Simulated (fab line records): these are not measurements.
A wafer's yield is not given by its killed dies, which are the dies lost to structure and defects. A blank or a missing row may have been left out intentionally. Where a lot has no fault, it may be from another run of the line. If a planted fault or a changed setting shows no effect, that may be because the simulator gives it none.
Chamber matching -- flow n5Finfet -- cvdCo-01 running N5_BEOL_M2_PRE_CLEAN_60: 3 sister chambers
The step time 15 s. 36 wafers are shown with their chamber, then 12 later ones without.

== WAFERS WITH THEIR CHAMBER ==
wafer,chamber,heaterPowerOuterW (W),heaterPowerW (W)
L076.1,0,4,52
L076.4,2,27,114
L076.6,0,4,52
L081.1,0,4,52
L081.2,1,24,108
L081.6,1,25,108
L084.2,0,4,54
L084.5,1,25,112
L084.6,2,26,111
L085.1,1,25,106
L085.2,2,27,112
L085.3,0,4,53
L085.4,1,24,108
L085.5,0,4,54
L085.6,2,27,114
L087.1,2,27,116
L087.2,1,24,109
L087.3,0,5,54
L087.4,1,25,108
L087.5,2,27,111
L087.6,0,4,53
L089.1,1,25,108
L089.4,0,4,54
L089.6,1,25,107
L090.1,1,24,110
L090.2,0,5,55
L090.3,2,26,112
L090.4,1,24,111
L090.5,2,27,112
L090.6,0,5,55
L091.2,0,5,54
L091.5,1,24,108
L091.6,0,5,53
L092.3,0,5,53
L092.5,2,26,115
L092.6,0,5,54

SIGNATURES (averages over the wafers above)
reading,chamber 0,chamber 1,chamber 2,scatter within a chamber
heaterPowerOuterW,4.47,24.50,26.67,0.514
heaterPowerW,53.47,108.58,113.00,1.46
Rule: for each reading, subtract the chamber's mean from the wafer's reading, divide by that reading's scatter and square the result; add these up over the readings and take the root, which gives the wafer's distance from the chamber. If the next closest chamber is less than 2 further off than the closest, the wafer can't be placed; otherwise it belongs to the closest. The scatter: take each reading less its chamber's mean, square it, sum over the shown wafers, divide by the number of wafers less the number of chambers, and take the root.

== WAFERS MISSING THEIR CHAMBER ==
wafer,heaterPowerOuterW (W),heaterPowerW (W)
L095.2,5,54
L095.5,5,54
L095.6,24,111
L094.3,27,113
L094.5,24,108
L094.6,5,55
L096.1,26,117
L096.2,24,107
L096.5,27,112
L097.3,25,107
L097.4,24,109
L097.5,27,116

== EACH ONE'S CHAMBER ==
wafer,from the rows above,in truth
L095.2,0,0
L095.5,0,0
L095.6,1,1
L094.3,2,2
L094.5,1,1
L094.6,0,0
L096.1,2,2
L096.2,1,1
L096.5,2,2
L097.3,1,1
L097.4,1,1
L097.5,2,2
Placed correctly: 12 of 12. From these rows, 0 cannot be placed. 0 placed wrongly.
